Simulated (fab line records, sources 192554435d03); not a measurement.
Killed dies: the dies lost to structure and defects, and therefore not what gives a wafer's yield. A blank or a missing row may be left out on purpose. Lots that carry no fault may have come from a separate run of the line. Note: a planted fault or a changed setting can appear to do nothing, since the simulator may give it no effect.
fab line records | flow n5_finfet
record: lots: 14 wafers: 42 last_day: 18
route steps=1938 shown BEOL_M11@1577 BEOL_M12@1610
lots that met no fault: taken from a fault-free run of the same line
start_h: hours from the record's first day to the start of the lot's first wafer shown | wait_h: hours elapsed since this lot's preceding step | " as in the row above | L1.1+2: a row that stands for several wafers | - no value, or no start was given | * or withheld: withheld | < > ~ a bound
route shown NAME@n: names a module that has steps shown in the file, with the first one's number in the route | usual: mean/standard deviation taken from wafers without a fault | same: alike in all rows | chamber/n: place in a boat | sites: the reading at each site | _std_site: standard deviation of those values | _edge_site: inner sites' mean taken away from outer sites' mean | radius_mm: how far each site lies from the wafer's centre | mask NAME#n: copy n | behind: the last tool/chamber to shape the wafer | hold: why the lot was held/for how many hours/how that ended | device: whichever transistor did not switch (one of n, p or np) | end of line: at the end of the route, the tests of the same wafers | a step without rows: its recipe alone | killed: count of dies lost to structure and defects at first sort (not the wafer's yield) | map: shows each die of a wafer: x if killed, . if not, _ if none is there
set.NAME: the setting that was run; set.NAME@STEP: the one run at that earlier step | model.NAME: the simulator's own value behind a step, which no gauge read
the route's steps for a sample of lots (tables are steps, rows are wafers)
services: a tool's chamber out of use, with start hour (start_h, from the record's first day; less than 0 if before it), hours out, and reason
== steps ==
step: N5_BEOL_M11_STRIP_36
recipe: chemistry: N2/H2 power_w: 450 temp_c: 40 pressure_mtorr: 20 rf_frequency_hz: 6e+07 overash_fraction: 0.3 bias_power_w: 7 h2_frac: 0.5 n2_flow_sccm: 200 h2_flow_sccm: 200
usual: drypump_motor_current_A: 5.6/0.36 oes_product_au: 0.79/0.078 rf_vpp_V: 59.1/1.7 showerhead_plenum_p_Torr: 2.57/0.094 throttle_valve_pct: 23.5/0.44
columns lot.wafer tool chamber start_h wait_h drypump_motor_current_A oes_product_au rf_hours_counter_h rf_vpp_V showerhead_plenum_p_Torr throttle_valve_pct
L305.1 rie_diel-03 1 226.46 0.0 6.0 0.78 95 60.1 2.67 23.2
L305.2 " 3 " " 5.9 0.66 249 58.9 2.63 24.7
L305.3 " 2 " " 5.2 0.75 176 57.2 2.44 23.2
L307.3 rie_diel-06 0 239.35 0.0 5.8 0.89 56 60.4 2.46 23.3
L307.4 " 3 " " 5.3 0.81 82 57.4 2.66 23.6
L307.6 " 2 " " 5.2 0.70 - 57.8 2.51 24.0
L306.3 rie_diel-06 1 244.03 0.0 5.9 0.85 58 58.5 2.57 23.1
L306.4 " 2 " " 5.2 0.71 229 56.7 2.51 24.0
L306.6 " 3 " " 5.3 0.82 - 60.9 2.66 23.6
L314.1 rie_diel-03 0 277.67 0.0 5.2 0.81 90 56.9 2.68 23.5
L314.2 " 2 " " 5.2 0.73 194 57.9 2.43 23.3
L314.5 " 1 " " 6.0 0.75 - 58.2 2.67 23.2
L316.2 rie_diel-06 1 288.72 0.0 5.9 0.84 73 60.4 2.56 23.1
L316.4 " 0 " " 5.8 0.86 71 59.2 2.45 23.3
L316.6 " 1 " " 5.9 0.83 - 57.7 2.56 23.1
L319.2 rie_diel-01 0 307.49 0.0 5.2 0.68 217 58.2 2.62 23.9
L319.5 " 1 " " 5.8 0.69 - 60.8 2.50 23.3
L319.6 " 0 " " 5.2 0.68 - 58.5 2.62 23.9
L318.1 rie_diel-03 3 311.32 0.0 5.8 0.91 18 58.4 2.62 24.4
L318.2 " 2 " " 5.2 0.73 203 59.8 2.43 23.3
L318.6 " 0 " " 5.3 0.79 - 56.6 2.68 23.5
L321.2 rie_diel-03 3 312.26 0.0 5.9 0.91 19 63.5 2.62 24.5
L321.3 " 0 " " 5.2 0.78 100 56.9 2.68 23.5
L321.4 " 2 " " 5.2 0.73 203 55.7 2.43 23.3
L320.3 rie_diel-06 1 313.90 0.0 5.9 0.83 82 57.6 2.56 23.0
L320.4 " 1 " " 5.9 0.81 - 59.7 2.56 23.1
L320.5 " 3 " " 5.3 0.79 - 59.3 2.65 23.6
L322.1 rie_diel-06 1 328.43 0.0 5.9 0.81 87 60.9 2.55 23.1
L322.3 " 0 " " 5.8 0.85 85 60.8 2.45 23.3
L322.4 " 2 " " 5.2 1.00 3 62.6 2.50 23.7
L325.4 rie_diel-03 0 352.54 0.0 5.2 0.77 112 55.7 2.67 23.6
L325.5 " 0 " " 5.3 0.78 - 60.8 2.67 23.5
L325.6 " 3 " " 5.9 0.89 - 59.1 2.62 24.5
L327.1 rie_diel-03 1 354.44 0.0 6.0 0.75 135 60.0 2.66 23.2
L327.2 " 0 " " 5.2 0.78 113 60.9 2.67 23.6
L327.4 " 2 " " 5.2 0.71 215 57.0 2.42 23.3
L326.2 rie_diel-01 3 354.94 0.0 6.2 0.83 99 59.9 2.45 23.3
L326.4 " 0 " " 5.2 0.68 231 61.0 2.62 23.9
L326.5 " 0 " " 5.2 0.67 - 61.9 2.62 23.9
L328.4 rie_diel-06 2 379.16 0.0 5.2 0.92 17 55.8 2.49 23.8
L328.5 " 1 " " 5.9 0.80 - 58.8 2.55 23.1
L328.6 " 2 " " 5.2 0.92 - 57.0 2.50 23.8
step: N5_BEOL_M11_STRIP_77
recipe: chemistry: N2/H2 time_s: 10 power_w: 450 temp_c: 40 pressure_mtorr: 20 rf_frequency_hz: 6e+07 bias_power_w: 7 n2_flow_sccm: 200 h2_flow_sccm: 200
usual: drypump_motor_current_A: 5.6/0.35 oes_product_au: 0.79/0.077 rf_vpp_V: 59.3/0.83 showerhead_plenum_p_Torr: 2.57/0.094 throttle_valve_pct: 23.5/0.44
columns lot.wafer tool chamber start_h wait_h drypump_motor_current_A oes_product_au rf_hours_counter_h rf_vpp_V showerhead_plenum_p_Torr throttle_valve_pct
L305.1 rie_diel-03 1 - - 6.0 0.78 95 59.1 2.67 23.1
L305.2 " 3 " " 5.9 0.68 249 59.5 2.63 24.7
L305.3 " 2 " " 5.3 0.74 176 60.0 2.44 23.3
L307.3 rie_diel-06 0 - - 5.7 0.87 56 59.4 2.46 23.3
L307.4 " 3 " " 5.3 0.81 82 59.0 2.66 23.6
L307.6 " 2 " " 5.2 0.69 - 59.8 2.51 24.0
L306.3 rie_diel-06 1 - - 5.9 0.85 58 59.7 2.57 23.1
L306.4 " 2 " " 5.2 0.69 229 59.1 2.51 24.0
L306.6 " 3 " " 5.3 0.82 - 60.2 2.66 23.6
L314.1 rie_diel-03 0 - - 5.3 0.81 90 59.1 2.68 23.5
L314.2 " 2 " " 5.2 0.72 194 59.0 2.43 23.3
L314.5 " 1 " " 6.0 0.76 - 60.6 2.67 23.2
L316.2 rie_diel-06 1 - - 5.9 0.83 73 58.9 2.56 23.1
L316.4 " 0 " " 5.8 0.86 71 58.8 2.45 23.3
L316.6 " 1 " " 5.9 0.83 - 58.4 2.56 23.1
L319.2 rie_diel-01 0 - - 5.2 0.68 217 57.9 2.62 23.9
L319.5 " 1 " " 5.9 0.69 - 59.5 2.50 23.4
L319.6 " 0 " " 5.2 0.69 - 59.3 2.62 23.9
L318.1 rie_diel-03 3 - - 5.9 0.92 18 58.7 2.62 24.4
L318.2 " 2 " " 5.2 0.72 203 59.7 2.43 23.3
L318.6 " 0 " " 5.3 0.80 - 59.7 2.68 23.5
L321.2 rie_diel-03 3 - - 5.9 0.92 19 59.3 2.62 24.5
L321.3 " 0 " " 5.3 0.79 100 58.8 2.68 23.5
L321.4 " 2 " " 5.2 0.72 203 58.5 2.43 23.3
L320.3 rie_diel-06 1 - - 5.9 0.82 82 59.2 2.56 23.1
L320.4 " 1 " " 5.9 0.81 - 58.8 2.56 23.1
L320.5 " 3 " " 5.3 0.80 - 58.6 2.65 23.6
L322.1 rie_diel-06 1 - - 5.9 0.81 87 58.8 2.55 23.1
L322.3 " 0 " " 5.8 0.84 85 58.8 2.45 23.3
L322.4 " 2 " " 5.2 0.97 3 58.7 2.50 23.7
L325.4 rie_diel-03 0 - - 5.3 0.78 112 59.2 2.67 23.5
L325.5 " 0 " " 5.2 0.78 - 58.8 2.67 23.5
L325.6 " 3 " " 5.9 0.89 - 59.5 2.62 24.5
L327.1 rie_diel-03 1 - - 6.0 0.75 135 59.3 2.66 23.2
L327.2 " 0 " " 5.2 0.78 113 60.0 2.67 23.5
L327.4 " 2 " " 5.2 0.72 215 58.6 2.42 23.3
L326.2 rie_diel-01 3 - - 6.2 0.81 99 60.2 2.45 23.3
L326.4 " 0 " " 5.3 0.67 231 59.3 2.62 23.9
L326.5 " 0 " " 5.2 0.67 - 60.8 2.62 23.9
L328.4 rie_diel-06 2 - - 5.2 0.91 17 58.3 2.49 23.8
L328.5 " 1 " " 5.9 0.79 - 59.7 2.55 23.1
L328.6 " 2 " " 5.3 0.91 - 57.9 2.49 23.8
step: N5_BEOL_M12_DEVELOP_09
recipe: develop_time_s: 45 rinse_liquid: diw dry: air_spin dev_temp_c: 21
usual: chill_plate_temp_C: 22.97/0.11 develop_time_s: 45/0 developer_temp_C: 21.00/0.12 resist_line_temp_C: 22.99/0.11
columns lot.wafer tool chamber start_h wait_h chill_plate_temp_C develop_time_s developer_temp_C resist_line_temp_C
L305.1 litho_track-02 0 229.78 - 23.02 45 20.81 23.11
L305.2 " 0 " " 22.92 45 20.70 22.95
L305.3 " 0 " " 23.01 45 20.95 22.94
L307.3 litho_track-02 0 242.91 - 22.91 45 20.93 23.04
L307.4 " 0 " " 22.71 45 20.90 23.09
L307.6 " 0 " " 22.86 45 21.01 22.91
L306.3 litho_track-02 0 247.93 - 22.91 45 20.87 23.22
L306.4 " 0 " " 23.05 45 20.98 23.14
L306.6 " 0 " " 23.01 45 20.98 23.07
L314.1 litho_track-02 0 282.49 - 22.90 45 21.18 23.00
L314.2 " 0 " " 22.90 45 20.83 23.06
L314.5 " 0 " " 23.17 45 20.96 23.25
L316.2 litho_track-04 - 292.34 - - - - -
L316.4 " - " " - - - -
L316.6 " - " " - - - -
L319.2 litho_track-04 0 311.93 - 22.87 45 20.89 22.81
L319.5 " 0 " " 22.84 45 20.89 22.91
L319.6 " 0 " " 23.01 45 20.84 22.98
L318.1 litho_track-02 - 315.73 - - - - -
L318.2 " - " " - - - -
L318.6 " - " " - - - -
L321.2 litho_track-02 0 316.63 - 22.95 45 21.02 23.29
L321.3 " 0 " " 22.93 45 21.11 23.20
L321.4 " 0 " " 22.90 45 20.90 23.23
L320.3 litho_track-01 0 317.29 - 23.08 45 21.20 22.84
L320.4 " 0 " " 22.94 45 21.26 22.94
L320.5 " 0 " " 22.87 45 21.19 22.88
L322.1 litho_track-01 0 332.58 - 22.91 45 20.94 22.90
L322.3 " 0 " " 23.00 45 21.06 22.89
L322.4 " 0 " " 22.93 45 20.89 22.99
L325.4 litho_track-04 0 356.59 - 22.99 45 20.90 22.82
L325.5 " 0 " " 22.94 45 21.02 22.84
L325.6 " 0 " " 23.05 45 20.87 22.83
L327.1 litho_track-01 0 359.57 - 22.88 45 21.11 23.01
L327.2 " 0 " " 23.03 45 20.96 23.13
L327.4 " 0 " " 22.94 45 20.86 23.06
L326.2 litho_track-01 0 360.02 - 22.97 45 21.00 23.11
L326.4 " 0 " " 23.12 45 21.16 23.02
L326.5 " 0 " " 23.05 45 20.98 23.02
L328.4 litho_track-02 0 382.24 - 23.06 45 20.96 22.92
L328.5 " 0 " " 22.97 45 21.00 22.97
L328.6 " 0 " " 22.97 45 20.90 23.00
step: N5_BEOL_M12_DESCUM_15
recipe: chemistry: O2 time_s: 7.9 source_power_w: 50 bias_power_w: 20 pressure_mtorr: 20 rf_frequency_hz: 2.712e+07 temp_c: 40 o2_flow_sccm: 225
usual: drypump_motor_current_A: 5.4/0.37 oes_product_au: 0.77/0.088 rf_vpp_V: 243.0/1.5 showerhead_plenum_p_Torr: 2.08/0.087 throttle_valve_pct: 20.35/0.14
columns lot.wafer tool chamber start_h wait_h drypump_motor_current_A oes_product_au rf_hours_counter_h rf_vpp_V showerhead_plenum_p_Torr throttle_valve_pct
L305.1 rie_diel-02 2 230.99 1.0 5.9 0.69 217 244.8 2.14 20.47
L305.2 " 0 " " 5.7 0.69 218 241.0 1.98 20.44
L305.3 " 1 " " 5.0 0.84 52 244.2 2.14 20.26
L307.3 rie_diel-04 1 243.11 0.0 5.3 0.70 234 244.8 2.14 20.59
L307.4 " 0 " " 5.9 0.68 215 242.8 1.97 20.52
L307.6 " 3 " " 5.6 0.69 - 241.9 1.97 20.31
L306.3 rie_diel-04 1 248.37 0.3 5.3 0.69 236 245.4 2.14 20.60
L306.4 " 2 " " 4.8 0.85 63 242.8 2.04 20.41
L306.6 " 3 " " 5.7 0.68 - 240.3 1.96 20.31
L314.1 rie_diel-05 3 282.68 0.0 5.7 0.86 52 244.5 2.19 20.21
L314.2 " 0 " " 4.9 0.76 108 242.8 2.10 20.07
L314.5 " 0 " " 4.9 0.77 - 243.4 2.10 20.07
L316.2 rie_diel-04 3 292.53 0.0 5.6 0.68 233 241.3 1.96 20.34
L316.4 " 3 " " 5.6 0.67 - 241.8 1.96 20.35
L316.6 " 0 " " 5.9 0.67 - 242.4 1.96 20.56
L319.2 rie_diel-05 0 312.23 0.1 4.9 0.76 121 243.8 2.10 20.08
L319.5 " 0 " " 5.0 0.75 - 242.8 2.10 20.09
L319.6 " 3 " " 5.7 0.83 - 246.8 2.19 20.24
L318.1 rie_diel-04 1 315.93 0.0 5.3 0.97 2 243.4 2.14 20.31
L318.2 " 2 " " 4.8 0.81 88 242.2 2.04 20.42
L318.6 " 0 " " 5.9 0.66 - 241.5 1.96 20.56
L321.2 rie_diel-04 2 316.82 0.0 4.8 0.82 89 243.7 2.04 20.42
L321.3 " 1 " " 5.3 0.97 3 244.1 2.14 20.29
L321.4 " 0 " " 5.9 0.67 242 242.5 1.96 20.55
L320.3 rie_diel-02 2 317.66 0.2 5.9 0.68 249 243.9 2.13 20.53
L320.4 " 0 " " 5.7 0.67 - 242.8 1.97 20.50
L320.5 " 2 " " 5.9 0.69 - 242.9 2.13 20.53
L322.1 rie_diel-02 3 332.90 0.2 5.4 0.84 86 243.6 2.11 20.33
L322.3 " 1 " " 5.0 0.80 91 241.2 2.13 20.34
L322.4 " 3 " " 5.4 0.84 - 242.5 2.11 20.32
L325.4 rie_diel-05 3 356.81 0.0 5.7 0.80 - 244.4 2.18 20.25
L325.5 " 1 " " 5.5 0.69 - 241.0 1.95 20.49
L325.6 " 0 " " 5.0 0.74 - 243.6 2.09 20.11
L327.1 rie_diel-04 1 359.88 0.0 5.3 0.91 21 244.5 2.13 20.34
L327.2 " 2 " " 4.8 0.80 106 242.3 2.03 20.44
L327.4 " 1 " " 5.3 0.91 - 244.2 2.13 20.32
L326.2 rie_diel-05 3 360.21 0.0 5.7 0.80 83 243.9 2.18 20.27
L326.4 " 0 " " 4.9 0.73 - 244.4 2.09 20.12
L326.5 " 1 " " 5.5 0.69 - 241.1 1.95 20.46
L328.4 rie_diel-05 2 382.47 0.1 5.9 0.96 - 244.4 2.16 20.19
L328.5 " 3 " " 5.7 0.80 - 243.1 2.18 20.28
L328.6 " 0 " " 5.0 0.73 - 243.3 2.09 20.12
== services ==
columns tool chamber start_h hours kind
rie_diel-06 1 206.40 12.2 repair
rie_diel-04 - 212.45 14.6 pm
rie_diel-05 0 213.96 11.5 repair
rie_diel-06 - 215.37 0.3 repair
rie_diel-03 3 218.34 1.6 repair
rie_diel-03 - 218.39 7.2 repair
rie_diel-05 - 227.23 15.6 pm
rie_diel-03 3 231.56 - clean
rie_diel-03 3 231.56 - consumable_replace:focus_ring
rie_diel-06 3 248.87 4.0 repair
rie_diel-05 1 253.43 2.5 repair
rie_diel-01 1 271.31 18.5 repair
rie_diel-02 - 273.16 0.6 repair
rie_diel-05 - 278.82 0.5 repair
rie_diel-05 2 282.21 3.3 repair
rie_diel-01 2 282.41 8.8 repair
rie_diel-02 3 310.74 16.3 repair
rie_diel-04 0 330.12 3.0 repair
rie_diel-05 2 333.81 16.7 repair
rie_diel-01 - 346.57 2.8 pm
rie_diel-04 3 346.95 4.0 repair
rie_diel-06 - 363.32 2.8 pm
rie_diel-05 - 364.22 2.8 pm
rie_diel-03 - 366.81 2.8 pm
== key ==
first_sign: step: N5_BEOL_M12_DEVELOP_09 reading: tool_record direction: missing
effect none on later readings
met_at N5_BEOL_M12_DEVELOP_09
struck_lots L316,L318
later_rows_left_out L316.2,L316.4,L316.6,L318.1,L318.2,L318.6
sort_left_out L316.2,L316.4,L316.6,L318.1,L318.2,L318.6
not_acting_at N5_BEOL_M11_STRIP_36,N5_BEOL_M11_STRIP_77,N5_BEOL_M12_DESCUM_15
onset_between 282.49 292.34
fault: kind: skipped_step_whole tool: litho_track-02,litho_track-04 chamber: - onset_h: 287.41 steps: N5_BEOL_M12_DEVELOP_09 scope: struck_lots_only
sort_left_out: the simulated sort isn't trusted on such a fault, so these wafers' sort isn't shown, and their yield isn't known
later_rows_left_out: the simulator's readings of these wafers behind a module that went badly wrong aren't trusted and aren't shown, but for the sort
